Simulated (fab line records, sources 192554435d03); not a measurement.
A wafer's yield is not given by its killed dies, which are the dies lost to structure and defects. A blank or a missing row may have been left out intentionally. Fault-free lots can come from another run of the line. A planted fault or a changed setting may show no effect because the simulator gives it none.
fab line records | flow n5Finfet | part 1 of 2: steps 1 to 3 of 6
[record] lots = 23 wafers = 69 lastDay = 17
route steps=1938 shown SD_EPI_P@316 SDB@359 HKMG_FIN@434 GATE_CUT@465
lots with no fault: from the same line, run without faults
startH: hours from the record's first day to the start of the lot's first wafer shown | waitH: hours elapsed since this lot's preceding step | " same as the row above | L1.1+2: a single row standing in for several wafers | - either no value or no given start | * or withheld: withheld | < > ~ a bound
route shown NAME@n: a module of which the file shows steps, and the number in the route of the first | usual: the fault-free wafers' mean and standard deviation | same: alike in all rows | chamber/n: place in a boat | sites: per-site readings | _std_site: the values' standard deviation | _edge_site: outer sites' mean less inner sites' | radiusMm: for every site, how far away it sits from the centre of the wafer | mask NAME#n: copy n | behind: the tool/chamber that last shaped the wafer | hold: the reason the lot was held/the length of the hold in hours/how it ended | device: transistor that didn't switch, given as n, p or np | end of line: the same wafers' tests at the end of the route | a step given without rows: its recipe and nothing more | killed: count of dies lost to structure and defects at first sort (not the wafer's yield) | map: a wafer's dies, x killed, . not, _ none there
set.NAME: the setting as run; set.NAME@STEP: as run at that earlier step | model.NAME: the simulator's own value behind a step, which no gauge read
route steps across a sampled set of lots; one table per step, one row per wafer
services: from which hour (startH, from the record's first day; less than 0 if before it) a tool's chamber was out of use, for how many hours, and why
[[steps]]
[step N5_SD_EPI_P_STRIP_40]
[recipe] chemistry = N2/H2 powerW = 1000 tempC = 250 h2Frac = 0.65 overashFraction = 0.3 pressureMtorr = withheld n2FlowSccm = 1750 h2FlowSccm = 3250
[usual] drypumpMotorCurrentA = 5.94/0.16 heaterPowerW = 308/24 oesProductAu = 0.761/0.011 tempC = 249.98/0.21
// columns lot.wafer tool chamber startH waitH drypumpMotorCurrentA heaterPowerW oesProductAu rfHoursCounterH tempC
L075.1 plasmaAsher-02 0 60.51 0.0 6.16 331 0.782 84 250.09
L075.2 " 1 " " 5.94 288 0.770 84 249.94
L075.4 " 1 " " 5.93 278 0.766 - 250.02
L076.4 plasmaAsher-02 1 70.51 0.0 5.92 280 0.751 - 250.28
L076.5 " 0 " " 6.09 325 0.752 - 249.53
L076.6 " 1 " " 5.88 277 0.768 - 249.95
L077.1 plasmaAsher-01 0 72.05 0.0 5.63 336 0.758 35 249.93
L077.2 " 1 " " 5.98 307 0.748 35 250.02
L077.6 " 0 " " 5.62 357 0.745 - 249.99
L078.1 plasmaAsher-01 0 78.78 0.0 5.62 339 0.768 37 250.45
L078.4 " 0 " " 5.60 342 0.754 - 250.16
L078.6 " 0 " " 5.60 344 0.750 - 249.92
L079.4 plasmaAsher-02 1 85.83 0.0 5.94 283 0.750 - 250.06
L079.5 " 1 " " 5.94 278 0.763 - 250.13
L079.6 " 0 " " 6.07 334 0.768 - 250.31
L080.1 plasmaAsher-02 1 92.16 0.0 5.89 277 0.753 90 250.08
L080.3 " 0 " " 6.11 327 0.749 - 250.06
L080.4 " 1 " " 5.88 278 0.754 - 249.72
L081.2 plasmaAsher-02 1 97.82 0.0 5.91 282 0.750 92 249.61
L081.4 " 0 " " 6.09 317 0.762 - 249.90
L081.6 " 0 " " 6.15 321 0.741 - 249.71
L082.2 plasmaAsher-02 0 101.64 0.0 6.10 326 0.766 92 249.94
L082.3 " 1 " " 5.94 281 0.756 - 249.61
L082.6 " 0 " " 6.08 323 0.760 - 249.70
L083.1 plasmaAsher-02 0 108.42 0.0 6.08 315 0.771 94 249.74
L083.2 " 1 " " 5.93 285 0.770 94 250.30
L083.6 " 1 " " 5.88 284 0.759 - 250.21
L084.1 plasmaAsher-01 1 116.38 0.0 5.97 304 0.771 44 250.04
L084.2 " 0 " " 5.59 338 0.743 44 250.10
L084.4 " 0 " " 5.58 346 0.741 - 250.25
L085.1 plasmaAsher-02 1 121.41 0.0 5.90 274 0.747 97 250.22
L085.2 " 0 " " 6.12 322 0.770 97 249.99
L085.4 " 0 " " 6.10 326 0.772 - 250.19
L086.1 plasmaAsher-02 0 126.35 0.0 6.08 321 0.752 98 250.02
L086.3 " 0 " " 6.11 320 0.719 - 249.78
L086.4 " 1 " " 5.91 280 0.758 - 249.85
L087.3 plasmaAsher-01 0 133.36 0.0 5.60 335 0.745 - 249.89
L087.5 " 1 " " 5.98 293 0.765 - 249.63
L087.6 " 0 " " 5.60 352 0.767 - 249.66
L088.1 plasmaAsher-01 0 138.82 0.0 5.60 336 0.755 48 250.09
L088.2 " 1 " " 5.97 297 0.758 48 249.78
L088.3 " 0 " " 5.61 343 0.776 - 250.14
L089.1 plasmaAsher-02 0 149.18 0.0 6.12 328 0.756 102 249.98
L089.4 " 1 " " 5.95 281 0.764 - 250.15
L089.6 " 1 " " 5.93 279 0.740 - 250.06
L090.1 plasmaAsher-02 0 150.66 0.0 6.06 322 0.761 102 249.91
L090.2 " 1 " " 5.92 282 0.771 102 250.05
L090.5 " 0 " " 6.08 321 0.760 - 250.13
L091.3 plasmaAsher-02 0 160.42 0.1 6.11 321 0.755 - 249.82
L091.4 " 1 " " 5.88 285 0.757 - 249.84
L091.6 " 0 " " 6.06 322 0.773 - 249.94
L092.1 plasmaAsher-02 1 161.11 0.0 5.94 277 0.773 105 250.08
L092.3 " 0 " " 6.03 318 0.746 - 250.06
L092.6 " 0 " " 6.13 321 0.759 - 250.04
L093.1 plasmaAsher-02 0 168.41 0.0 6.06 326 0.767 106 249.52
L093.4 " 0 " " 6.12 323 0.765 - 249.91
L093.6 " 0 " " 6.07 326 0.776 - 249.85
L094.1 plasmaAsher-02 1 173.23 0.0 5.93 279 0.769 107 249.76
L094.2 " 0 " " 6.05 315 0.749 107 250.14
L094.3 " 0 " " 6.02 332 0.773 - 250.16
L095.2 plasmaAsher-01 0 181.37 0.0 5.62 339 0.753 56 250.15
L095.3 " 0 " " 5.61 340 0.759 - 250.23
L095.6 " 1 " " 5.99 298 0.757 - 250.14
L096.1 plasmaAsher-01 0 191.27 0.0 5.62 337 0.750 59 249.91
L096.3 " 1 " " 6.01 299 0.759 - 249.83
L096.5 " 0 " " 5.59 344 0.749 - 249.87
L097.3 plasmaAsher-01 1 194.19 0.0 6.01 298 0.746 - 250.16
L097.4 " 0 " " 5.63 344 0.759 - 249.79
L097.6 " 1 " " 5.97 300 0.752 - 249.70
[step N5_SDB_DESCUM_16]
[recipe] chemistry = O2 timeS = 7.9 sourcePowerW = 50 biasPowerW = 20 pressureMtorr = 20 rfFrequencyHz = 2.712e+07 tempC = 40 resist = CAR-ArF o2FlowSccm = 225
[usual] drypumpMotorCurrentA = 5.5/0.43 oesProductAu = 0.80/0.089 rfVppV = 243.3/1.2 showerheadPlenumPTorr = 2.10/0.064 tempC = 39.99/0.11 throttleValvePct = 20.58/0.2
// columns lot.wafer tool chamber startH waitH drypumpMotorCurrentA oesProductAu rfHoursCounterH rfVppV showerheadPlenumPTorr tempC throttleValvePct
L075.1 rieDiel-02 2 70.88 0.0 5.0 0.75 139 241.7 2.01 39.94 20.72
L075.2 " 3 " " 4.9 0.77 119 242.1 2.11 39.67 20.41
L075.4 " 0 " " 5.6 0.78 137 244.5 2.11 39.98 20.74
L076.4 rieDiel-01 1 82.07 0.0 6.1 0.81 79 242.9 2.03 39.81 20.61
L076.5 " 0 " " 5.9 0.69 - 244.9 2.15 39.96 20.61
L076.6 " 1 " " 6.1 0.81 - 242.7 2.03 39.84 20.62
L077.1 rieDiel-02 3 83.02 0.0 4.9 0.76 124 244.2 2.11 39.91 20.44
L077.2 " 2 " " 5.0 0.74 144 240.7 2.01 40.15 20.73
L077.6 " 1 " " 5.3 0.68 - 242.3 2.05 40.28 20.51
L078.1 rieDiel-01 1 90.32 0.0 6.1 0.80 81 241.2 2.03 39.93 20.62
L078.4 " 3 " " 6.2 0.85 62 244.2 2.22 40.07 20.82
L078.6 " 0 " " 5.9 0.69 - 243.4 2.15 39.96 20.59
L079.4 rieDiel-01 1 96.74 0.3 6.1 0.81 - 241.8 2.03 39.98 20.62
L079.5 " 3 " " 6.2 0.85 - 245.3 2.22 40.04 20.81
L079.6 " 0 " " 5.9 0.69 - 243.9 2.15 39.86 20.61
L080.1 rieDiel-02 3 103.32 0.0 4.9 0.76 133 243.2 2.11 39.99 20.45
L080.3 " 0 " " 5.6 0.77 149 242.9 2.10 39.94 20.74
L080.4 " 1 " " 5.3 0.68 244 243.9 2.05 40.09 20.51
L081.2 rieDiel-02 2 108.60 0.0 5.0 0.73 153 240.9 2.00 39.94 20.75
L081.4 " 0 " " 5.6 0.77 151 243.0 2.10 40.01 20.76
L081.6 " 1 " " 5.4 0.67 - 241.1 2.05 40.17 20.52
L082.2 rieDiel-02 0 113.05 0.2 5.6 0.76 152 243.4 2.10 39.95 20.76
L082.3 " 3 " " 4.9 0.76 136 243.4 2.11 39.99 20.47
L082.6 " 3 " " 4.9 0.76 - 242.8 2.11 39.94 20.47
L083.1 rieDiel-04 0 119.29 0.0 5.5 0.95 12 243.9 2.14 40.00 20.49
L083.2 " 3 " " 5.4 0.83 66 242.5 2.13 40.13 20.56
L083.6 " 3 " " 5.4 0.84 - 243.1 2.13 40.18 20.56
L084.1 rieDiel-02 0 126.86 0.0 5.6 0.76 159 242.4 2.10 40.06 20.77
L084.2 " 3 " " 4.9 0.75 142 242.1 2.10 39.99 20.46
L084.4 " 2 " " 5.0 0.72 - 243.3 2.00 40.08 20.78
L085.1 rieDiel-01 3 132.78 0.0 6.2 0.84 78 245.4 2.22 40.00 20.84
L085.2 " 1 " " 6.1 0.79 97 241.6 2.02 39.99 20.65
L085.4 " 2 " " 5.6 0.96 - 245.9 2.24 39.96 20.01
L086.1 rieDiel-02 1 136.93 0.0 5.3 0.98 0 242.6 2.05 39.99 20.12
L086.3 " 2 " " 5.0 0.72 164 241.9 2.00 39.97 20.76
L086.4 " 3 " " 4.9 0.75 145 243.0 2.10 39.97 20.47
L087.3 rieDiel-02 0 143.81 0.0 5.6 0.75 164 242.5 2.10 39.99 20.79
L087.5 " 2 " " 5.0 0.72 - 242.4 2.00 39.95 20.77
L087.6 " 3 " " 4.9 0.75 - 242.9 2.10 40.03 20.51
L088.1 rieDiel-04 3 149.99 0.4 5.4 0.83 78 243.1 2.13 40.08 20.59
L088.2 " 2 " " 5.6 0.96 9 243.9 2.15 40.08 20.67
L088.3 " 0 " " 5.5 0.92 24 244.8 2.13 39.96 20.50
L089.1 rieDiel-02 1 159.84 0.1 5.3 0.94 9 244.0 2.05 40.05 20.15
L089.4 " 2 " " 5.0 0.72 173 241.4 2.00 40.05 20.78
L089.6 " 3 " " 4.9 0.75 - 242.6 2.10 40.00 20.47
L090.1 rieDiel-02 1 161.17 0.0 5.4 0.92 9 243.2 2.05 40.00 20.15
L090.2 " 3 " " 4.9 0.75 154 242.2 2.10 40.16 20.49
L090.5 " 3 " " 4.9 0.74 - 242.8 2.10 40.14 20.48
L091.3 rieDiel-04 2 170.78 0.0 5.6 0.93 16 243.4 2.14 39.90 20.69
L091.4 " 0 " " 5.5 0.91 31 244.1 2.13 39.88 20.51
L091.6 " 1 " " 4.7 0.69 - 243.0 2.06 39.97 20.62
L092.1 rieDiel-04 3 171.88 0.1 5.4 0.80 86 243.9 2.13 40.10 20.58
L092.3 " 2 " " 5.6 0.93 16 245.0 2.14 39.93 20.69
L092.6 " 3 " " 5.4 0.82 - 243.2 2.13 40.01 20.60
L093.1 rieDiel-01 2 179.13 0.1 5.6 0.91 26 245.6 2.23 40.02 20.03
L093.4 " 0 " " 5.9 0.98 10 244.8 2.14 40.15 20.22
L093.6 " 1 " " 6.1 0.77 - 243.4 2.02 39.88 20.69
L094.1 rieDiel-01 1 184.43 0.0 6.1 0.77 118 242.3 2.02 39.85 20.69
L094.2 " 3 " " 6.2 0.81 99 244.6 2.21 40.01 20.86
L094.3 " 0 " " 5.9 0.97 12 245.8 2.14 39.98 20.22
L095.2 rieDiel-04 1 194.19 0.4 4.8 0.68 237 242.3 2.06 39.95 20.61
L095.3 " 0 " " 5.5 0.90 40 244.0 2.13 39.96 20.53
L095.6 " 3 " " 5.4 0.81 - 242.1 2.12 40.07 20.60
L096.1 rieDiel-01 2 202.39 0.0 5.6 0.90 35 244.7 2.23 40.26 20.06
L096.3 " 1 " " 6.1 0.76 125 242.4 2.01 39.83 20.69
L096.5 " 2 " " 5.6 0.89 - 244.6 2.23 39.98 20.05
L097.3 rieDiel-04 2 205.88 0.0 5.7 0.90 28 243.9 2.14 39.99 20.71
L097.4 " 1 " " 4.7 0.68 240 242.9 2.05 39.92 20.62
L097.6 " 2 " " 5.7 0.90 - 244.4 2.14 40.00 20.72
[step N5_HKMG_FIN_ETCH_31]
[recipe] chemistry = CF4 target = SiARC targetDepthA = 455 maskMaterial = CAR-ArF timeS = 75.8 ionEnergyEv = 80 pressureMtorr = 40 sourceW = 545 biasW = 36 Ar_flow_sccm = 100 cf4FlowSccm = 100 ends = cleared
[usual] drypumpMotorCurrentA = 5.5/0.45 etchRfOnTimeS = 75.3/1.2 oesProductAu = 0.70/0.082 rfVppV = 184.3/1.2 showerheadPlenumPTorr = 2.16/0.063 throttleValvePct = 15.71/0.26
// columns lot.wafer tool chamber startH waitH drypumpMotorCurrentA etchRfOnTimeS oesProductAu rfHoursCounterH rfVppV showerheadPlenumPTorr throttleValvePct
L075.1 rieDiel-02 2 81.01 0.0 5.0 76.8 0.64 143 181.0 2.06 15.85
L075.2 " 3 " " 4.9 76.7 0.66 124 184.6 2.16 15.61
L075.4 " 1 " " 5.4 77.4 0.57 236 183.7 2.11 15.78
L076.4 rieDiel-02 1 92.20 0.0 5.4 76.8 0.58 239 183.7 2.11 15.82
L076.5 " 0 " " 5.6 77.3 0.66 - 185.5 2.15 15.88
L076.6 " 3 " " 4.9 75.9 0.66 - 185.4 2.16 15.60
L077.1 rieDiel-04 2 92.42 0.0 5.7 77.6 0.59 243 185.2 2.19 16.17
L077.2 " 3 " " 5.4 74.4 0.73 55 186.3 2.17 15.60
L077.6 " 2 " " 5.6 76.9 0.60 - 184.8 2.19 16.16
L078.1 rieDiel-04 0 100.44 0.0 5.5 74.5 0.84 4 183.8 2.19 15.62
L078.4 " 2 " " 5.6 77.7 0.60 246 184.1 2.19 16.18
L078.6 " 1 " " 4.7 77.0 0.60 - 184.7 2.13 15.86
L079.4 rieDiel-01 0 105.71 0.0 5.9 76.2 0.59 - 184.3 2.20 15.86
L079.5 " 0 " " 5.9 75.8 0.59 - 185.1 2.20 15.88
L079.6 " 3 " " 6.2 73.9 0.73 - 185.4 2.25 15.85
L080.1 rieDiel-04 1 112.88 0.0 4.7 76.1 0.60 210 183.4 2.13 15.87
L080.3 " 3 " " 5.4 74.5 0.73 62 183.4 2.17 15.62
L080.4 " 0 " " 5.5 73.3 0.83 - 185.2 2.19 15.61
L081.2 rieDiel-01 1 118.04 0.0 6.0 74.2 0.68 91 182.4 2.08 15.83
L081.4 " 2 " " 5.6 74.2 0.85 2 184.7 2.27 15.09
L081.6 " 1 " " 6.0 73.7 0.69 - 183.7 2.08 15.83
L082.2 rieDiel-02 3 122.40 0.0 4.9 75.9 0.65 140 183.4 2.15 15.62
L082.3 " 0 " " 5.6 77.2 0.65 156 185.2 2.14 15.90
L082.6 " 0 " " 5.6 75.8 0.66 - 183.9 2.14 15.88
L083.1 rieDiel-01 3 128.67 0.0 6.2 74.7 0.72 77 184.9 2.25 15.86
L083.2 " 1 " " 6.1 74.6 0.67 96 182.5 2.08 15.82
L083.6 " 3 " " 6.2 73.7 0.73 - 186.9 2.25 15.86
L084.1 rieDiel-01 2 137.15 0.0 5.6 75.2 0.82 9 186.1 2.27 15.13
L084.2 " 3 " " 6.2 74.1 0.72 80 186.3 2.24 15.86
L084.4 " 1 " " 6.0 74.6 0.68 - 182.9 2.08 15.83
L085.1 rieDiel-01 1 142.08 0.0 6.0 74.5 0.68 101 182.9 2.08 15.84
L085.2 " 2 " " 5.6 75.8 0.81 11 186.0 2.27 15.12
L085.4 " 2 " " 5.6 75.6 0.80 - 186.0 2.27 15.13
L086.1 rieDiel-04 0 146.12 0.0 5.5 73.2 0.81 22 183.7 2.19 15.65
L086.3 " 3 " " 5.4 73.9 0.72 76 183.4 2.17 15.65
L086.4 " 2 " " 5.6 74.3 0.82 7 184.8 2.19 15.69
L087.3 rieDiel-02 3 152.93 0.0 4.9 75.4 0.64 151 183.1 2.15 15.64
L087.5 " 2 " " 5.0 76.0 0.62 - 183.2 2.05 15.91
L087.6 " 3 " " 4.9 75.4 0.64 - 184.9 2.15 15.64
L088.1 rieDiel-04 0 159.48 0.0 5.5 73.0 0.78 28 184.7 2.18 15.67
L088.2 " 3 " " 5.4 74.5 0.70 82 184.4 2.17 15.64
L088.3 " 1 " " 4.7 76.9 0.59 225 182.6 2.12 15.93
L089.1 rieDiel-01 3 169.10 0.0 6.2 74.4 0.70 94 185.7 2.24 15.91
L089.4 " 0 " " 5.9 74.1 0.85 6 184.1 2.19 15.39
L089.6 " 1 " " 6.1 75.0 0.67 - 184.4 2.07 15.88
L090.1 rieDiel-01 1 170.64 0.0 6.1 74.6 0.67 113 183.9 2.07 15.86
L090.2 " 0 " " 5.9 73.6 0.85 7 186.4 2.19 15.39
L090.5 " 0 " " 5.9 74.0 0.85 - 184.8 2.19 15.37
L091.3 rieDiel-04 2 179.67 0.0 5.6 76.1 0.78 19 183.8 2.18 15.72
L091.4 " 1 " " 4.7 78.4 0.58 231 182.3 2.12 15.92
L091.6 " 2 " " 5.7 75.7 0.78 - 185.4 2.18 15.72
L092.1 rieDiel-02 3 181.05 0.0 4.9 75.9 0.64 160 183.0 2.14 15.67
L092.3 " 2 " " 5.0 75.4 0.62 180 183.5 2.05 15.93
L092.6 " 3 " " 4.9 76.6 0.63 - 184.8 2.14 15.65
L093.1 rieDiel-02 0 187.98 0.0 5.6 76.4 0.64 178 183.3 2.13 15.93
L093.4 " 3 " " 4.9 75.8 0.63 164 183.3 2.14 15.66
L093.6 " 2 " " 5.0 75.2 0.61 - 183.3 2.05 15.93
L094.1 rieDiel-02 1 194.69 0.0 5.4 76.2 0.77 20 183.7 2.10 15.37
L094.2 " 0 " " 5.6 77.4 0.63 180 185.3 2.13 15.94
L094.3 " 2 " " 5.0 76.1 0.61 185 181.5 2.05 15.94
L095.2 rieDiel-04 2 204.56 0.0 5.7 74.5 0.78 27 185.4 2.18 15.73
L095.3 " 1 " " 4.7 75.8 0.59 240 183.7 2.12 15.94
L095.6 " 0 " " 5.5 73.3 0.77 - 185.0 2.18 15.69
L096.1 rieDiel-01 3 211.24 0.0 6.2 73.6 0.70 109 185.3 2.23 15.94
L096.3 " 1 " " 6.1 74.2 0.66 128 182.6 2.07 15.89
L096.5 " 0 " " 5.9 73.1 0.82 - 183.5 2.19 15.42
L097.3 rieDiel-01 0 215.26 0.0 5.9 74.7 0.80 23 184.0 2.19 15.42
L097.4 " 1 " " 6.0 75.1 0.65 129 182.8 2.07 15.90
L097.6 " 2 " " 5.6 75.7 0.76 - 185.6 2.26 15.19
